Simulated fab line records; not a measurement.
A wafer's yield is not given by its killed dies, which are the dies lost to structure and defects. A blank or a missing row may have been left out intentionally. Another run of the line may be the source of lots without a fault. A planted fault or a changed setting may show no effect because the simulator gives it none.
The tool behind it: which one?	flow nand_harc	Sampling: 22 lots, 66 wafers, 2 of 1302 route steps

WHAT THE GAUGES SHOWED, per wafer
NHARC_A_ONON_D1_INSPECT_32.
lot	measured	on	raw_defect_count
L074	day 8 05:11	defect_inspect-02	79 90 87
L075	day 8 14:46	defect_inspect-01	61 67 57
L076	day 9 02:03	defect_inspect-01	153 105 63
L077	day 9 14:10	defect_inspect-01	81 67 101
L078	day 9 23:31	defect_inspect-01	59 95 114
L079	day 10 17:46	defect_inspect-02	49 46 58
L080	day 10 17:28	defect_inspect-02	69 57 62
L081	day 11 09:45	defect_inspect-02	99 62 52
L082	day 11 16:49	defect_inspect-02	45 42 65
L083	day 12 00:57	defect_inspect-02	73 66 98
L085	day 12 17:47	defect_inspect-01	43 48 51
L086	day 13 11:46	defect_inspect-01	90 109 99
L087	day 13 11:47	defect_inspect-01	53 114 92
L089	day 14 16:56	defect_inspect-02	66 88 47
L088	day 14 16:49	defect_inspect-01	56 83 85
L091	day 15 11:26	defect_inspect-01	65 100 69
L090	day 15 11:26	defect_inspect-01	94 73 50
L092	day 16 04:21	defect_inspect-02	92 63 45
L094	day 16 22:20	defect_inspect-02	65 72 122
L093	day 17 07:14	defect_inspect-01	59 105 82
L096	day 17 07:15	defect_inspect-02	68 22 72
L097	day 17 22:37	defect_inspect-01	83 58 72

EACH LOT AND THE TOOL THAT RAN IT (in order: tool; ch and the chambers of the sampled wafers; start)
lot	NHARC_A_ZERO_WELL_DESCUM_12
L074	rie_diel-10 ch 0,2,3, day 6 16:02
L075	rie_diel-04 ch 0,1,2, day 7 04:04
L076	rie_diel-10 ch 1,2,3, day 7 15:04
L077	rie_diel-10 ch 0,1,2, day 8 03:24
L078	rie_diel-04 ch 1,2,3, day 8 08:25
L079	rie_diel-04 ch 1,2, day 8 20:39
L080	rie_diel-10 ch 0,2,3, day 9 06:04
L081	rie_diel-04 ch 1,3, day 9 17:04
L082	rie_diel-10 ch 1,2,3, day 10 04:57
L083	rie_diel-13 ch 0,1,3, day 10 08:47
L085	rie_diel-13 ch 1,2, day 11 08:54
L086	rie_diel-10 ch 0,1,3, day 11 23:17
L087	rie_diel-10 ch 1,2,3, day 12 00:35
L089	rie_diel-13 ch 1,2,3, day 13 05:26
L088	rie_diel-13 ch 0,2,3, day 13 06:33
L091	rie_diel-04 ch 0,2,3, day 14 00:47
L090	rie_diel-10 ch 1,2,3, day 14 01:41
L092	rie_diel-10 ch 1,2, day 14 17:23
L094	rie_diel-10 ch 2,3, day 15 04:14
L093	rie_diel-04 ch 0,2,3, day 15 10:21
L096	rie_diel-10 ch 0,2,3, day 15 19:34
L097	rie_diel-10 ch 0,1, day 16 06:39
- NHARC_A_ZERO_WELL_DESCUM_12: chemistry O2, time 3 s.

WHAT THE TOOLS THEMSELVES READ (means of the sampled wafers that have a number; where no wafer has one, the mark that the record gives instead)
NHARC_A_ZERO_WELL_DESCUM_12.
lot	tool	drypump_motor_current_A (A)	oes_product_au (a.u.)	rf_vpp_V (V)	showerhead_plenum_p_Torr (Torr)	throttle_valve_pct (%)
L074	rie_diel-10	5.7	1.001	58.2	1.85	11.306
L075	rie_diel-04	5.9	0.997	57.1	1.90	11.303
L076	rie_diel-10	5.6	0.997	57.0	1.87	11.312
L077	rie_diel-10	5.7	1.004	58.4	1.88	11.304
L078	rie_diel-04	5.7	0.993	58.6	1.96	11.319
L079	rie_diel-04	5.5	1.002	58.6	1.98	11.307
L080	rie_diel-10	5.7	0.998	57.9	1.85	11.306
L081	rie_diel-04	5.5	0.995	57.5	1.92	11.313
L082	rie_diel-10	5.6	0.998	57.6	1.87	11.303
L083	rie_diel-13	5.5	1.005	57.6	1.92	11.311
L085	rie_diel-13	5.4	0.995	57.9	1.89	11.310
L086	rie_diel-10	5.7	1.003	57.5	1.84	11.313
L087	rie_diel-10	5.6	0.998	57.8	1.87	11.314
L089	rie_diel-13	5.3	0.995	58.1	1.91	11.307
L088	rie_diel-13	5.7	0.998	57.7	1.89	11.320
L091	rie_diel-04	6.3	1.000	57.3	1.91	11.308
L090	rie_diel-10	5.5	1.004	56.3	1.87	11.310
L092	rie_diel-10	5.7	1.010	57.5	1.90	11.314
L094	rie_diel-10	5.6	1.003	57.0	1.87	11.311
L093	rie_diel-04	6.2	1.002	57.7	1.90	11.311
L096	rie_diel-10	5.7	0.992	58.1	1.85	11.298
L097	rie_diel-10	5.7	0.998	57.5	1.87	11.305

THE ANSWER, worked out from the rows above alone
Rule: the usual values come from the lots themselves. Put in order of their means at a reading, lots are off if they are a third of the lots or fewer, leave a main group of 4 or more, and stand apart from it by a gap of 3 or more times the standard deviation of the main group's means; of several such gaps the widest counts. A main group whose means are all the same, to the digits that the tables above print for the reading, isn't used. Also off: a lot with no number at a reading for which 4 or more lots have one. Where the step has rows for the other lots, those lots are counted as sound. Order of review: gauges by route order, followed by the tools' own readings, for which a lot's mean as printed above is used. The first step at which some lot is off is used, and at that step the reading that is off furthest; a lot without a number counts as furthest.
No lot is off at any reading shown: from this, nothing can be told.

WHAT THE SIMULATOR PUT IN
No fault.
